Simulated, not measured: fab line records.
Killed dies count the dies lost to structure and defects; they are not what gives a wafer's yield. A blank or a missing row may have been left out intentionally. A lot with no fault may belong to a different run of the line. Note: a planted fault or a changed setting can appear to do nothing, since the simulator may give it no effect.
The tool behind it: which one?	flow nand harc	12 lots with 36 wafers sampled at 5 steps, on a route of 1302 steps

== WHAT EACH GAUGE READ, for each wafer ==
NHARC_END_SORT_01.
lot	measured	on	defect limited yield (%)	killed at array	killed at other	killed at periphery	killed dies	killed open	killed short	sort_bin_2_pct (%)	sort_bin_3_pct (%)	sort_bin_4_pct (%)	sort n pass	sort rim yield pct (%)	sort yield pct (%)
L893	day 27 18:29	prober-01	87 85 88	86 101 76	0 0 1	4 2 3	90 103 80	3 3 2	4 3 3	6.4 5.8 5.9	1.0 0.9 0.6	5.9 8.6 5.3	587 574 597	90 86 92	87 85 88
L898	day 30 09:29	prober-01	5 5 5	638 633 633	2 0 1	5 13 6	645 646 640	1 5 6	1 1 5	88.5 89.2 89.4	0.6 0.6 0.3	6.2 5.6 4.9	32 31 37	0 0 19	5 5 5

== WHAT TOOL EACH LOT RAN ON (gives the tool, then ch and the chambers of the sampled wafers, and finally the start) ==
lot	NHARC_A_BLC_DEGAS_30	NHARC_A_BLC_ALD_23	NHARC_A_M0_STRIP_18	NHARC_A_M0_PVD_21
L890	pvd sputter-02, day 25 06:04	ald metal-01 ch 0,1,3, day 25 06:20	rie diel-02 ch 0,1,3, day 25 08:52	pvd sputter-02, no start
L889	pvd sputter-01, day 25 08:56	ald metal-01 ch 0,3, day 25 09:09	rie diel-09 ch 0,1, day 25 11:47	pvd sputter-02, no start
L888	pvd sputter-01, day 25 14:29	ald metal-02 ch 1,2,3, day 25 14:46	rie diel-09 ch 0,1,3, day 25 17:16	pvd sputter-02, no start
L891	pvd sputter-02, day 25 15:34	ald metal-04 ch 0,1, day 25 15:50	rie diel-09 ch 0,1,2, day 25 18:31	pvd sputter-01, no start
L893	pvd sputter-02, day 26 01:28	ald metal-04 ch 0,1,3, day 26 01:44	rie diel-08 ch 1,2, day 26 04:14	pvd sputter-03, day 27 18:29 or earlier
L899	pvd sputter-02, day 28 13:38	ald metal-01 ch 2,3, day 28 13:52	rie diel-02 ch 2,3, day 28 16:29	pvd sputter-01, no start
L898	pvd sputter-02, day 28 17:30	ald metal-01 ch 0,2,3, day 28 17:46	rie diel-09 ch 0,1,2, day 28 20:23	pvd sputter-01, day 30 09:29 or earlier
L900	pvd sputter-02, day 28 19:49	ald metal-04 ch 0,2,3, day 28 20:05	rie diel-09 ch 0,1, day 28 22:36	pvd sputter-03, no start
L905	pvd sputter-01, day 30 10:32	ald metal-02 ch 0,1,2, day 30 10:47	rie diel-09 ch 1,3, day 30 13:21	pvd sputter-02, no start
L906	pvd sputter-03, day 31 20:50	ald metal-01 ch 1,2, day 31 21:04	rie diel-02 ch 1,3, day 31 23:43	pvd sputter-01, no start
L907	pvd sputter-03, day 31 22:25	ald metal-04 ch 0,1,3, day 31 22:42	rie diel-09 ch 1,2, day 32 01:16	pvd sputter-01, no start
L908	pvd sputter-01, day 32 06:21	ald metal-04 ch 0,1, day 32 06:35	rie diel-09 ch 0,1,2, day 32 10:14	pvd sputter-01, no start
- NHARC_A_BLC_DEGAS_30: time 60 s.
- NHARC_A_BLC_ALD_23: deposits TiN, target thk 3 nm, pulse time 1 s, ald cycles 150.
- NHARC_A_M0_STRIP_18: strips in N2/H2.
- NHARC_A_M0_PVD_21: deposits Cu, target thk 30 nm, time 20.49 s.

== WHAT THE TOOLS THEMSELVES READ (means of the sampled wafers that have a number; where no wafer has one, the mark that the record gives instead) ==
NHARC_A_BLC_DEGAS_30.
lot	tool	heater power w (W)
L890	pvd sputter-02	444
L889	pvd sputter-01	443
L888	pvd sputter-01	441
L891	pvd sputter-02	445
L893	pvd sputter-02	441
L899	pvd sputter-02	429
L898	pvd sputter-02	452
L900	pvd sputter-02	458
L905	pvd sputter-01	456
L906	pvd sputter-03	465
L907	pvd sputter-03	459
L908	pvd sputter-01	443

NHARC_A_BLC_ALD_23.
lot	tool	heater power w (W)	precursor pulse height rel
L890	ald metal-01	1109	1.018
L889	ald metal-01	1115	1.003
L888	ald metal-02	1015	1.006
L891	ald metal-04	1215	1.005
L893	ald metal-04	1122	1.002
L899	ald metal-01	954	0.992
L898	ald metal-01	1050	1.011
L900	ald metal-04	1116	1.002
L905	ald metal-02	1069	0.993
L906	ald metal-01	1152	0.980
L907	ald metal-04	1125	1.008
L908	ald metal-04	1077	1.010

NHARC_A_M0_STRIP_18.
lot	tool	chamber pressure mTorr (mTorr)	drypump motor current A (A)	h2 flow sccm (sccm)	mfc ar sccm (sccm)	oes product au (a.u.)	rf fwd power W (W)	rf vpp V (V)	showerhead plenum p Torr (Torr)	throttle valve pct (%)
L890	rie diel-02	30.009	5.4	149.6	0.006	1.004	997.1	90.5	2.10	14.175
L889	rie diel-09	30.024	5.5	150.2	0.031	0.994	993.9	90.8	2.06	14.179
L888	rie diel-09	29.961	5.5	149.9	0.017	1.003	998.0	90.4	2.05	14.165
L891	rie diel-09	30.022	5.7	149.7	0.017	0.996	997.8	89.4	1.98	14.177
L893	rie diel-08	30.035	5.2	149.9	0.019	1.000	995.9	89.4	1.91	14.173
L899	rie diel-02	-	-	-	-	-	-	-	-	-
L898	rie diel-09	-	-	-	-	-	-	-	-	-
L900	rie diel-09	29.991	5.5	150.3	0.031	0.995	997.6	91.4	2.05	14.185
L905	rie diel-09	30.016	5.7	150.6	0.014	1.009	999.5	91.5	2.10	14.177
L906	rie diel-02	29.989	5.6	150.2	0.005	0.997	998.9	90.2	2.08	14.164
L907	rie diel-09	29.991	6.1	150.1	0.014	0.989	994.3	90.3	1.96	14.173
L908	rie diel-09	29.965	5.7	150.2	0.017	0.996	998.2	90.5	1.98	14.173

NHARC_A_M0_PVD_21.
lot	tool	throttle valve pct (%)
L890	pvd sputter-02	29.9
L889	pvd sputter-02	29.3
L888	pvd sputter-02	29.9
L891	pvd sputter-01	29.5
L893	pvd sputter-03	30.3
L899	pvd sputter-01	29.4
L898	pvd sputter-01	29.8
L900	pvd sputter-03	30.1
L905	pvd sputter-02	29.5
L906	pvd sputter-01	30.8
L907	pvd sputter-01	31.0
L908	pvd sputter-01	30.5

== THE ANSWER, worked out from the rows above alone ==
Rule: the usual values come from the lots themselves. Put in order of their means at a reading, lots are off if they are a third of the lots or fewer, leave a main group of 4 or more, and stand apart from it by a gap of 3 or more times the standard deviation of the main group's means; of several such gaps the widest counts. The tables above print the reading to a certain number of digits; a main group whose means all agree to those digits is not used. A lot without any number at a reading at which 4 lots or more have one is off too. All remaining lots with rows at the step are treated as sound. First the gauges in route order, then the tools' own readings, where a lot's mean is used as printed above. At the first step where some lot is off, the reading lying furthest off is the one used; lots without a number count as furthest.
Off at NHARC_A_M0_STRIP_18 (chamber pressure mTorr): L899, L898. Without a number there: L899, L898. The main group: mean 30.000 mTorr, standard deviation 0.024.
A tool fits if, at that step or a process step before it, it ran every lot that is off, and no sound lot after the first of them. None of those tried fits.

== WHAT THE SIMULATOR PUT IN ==
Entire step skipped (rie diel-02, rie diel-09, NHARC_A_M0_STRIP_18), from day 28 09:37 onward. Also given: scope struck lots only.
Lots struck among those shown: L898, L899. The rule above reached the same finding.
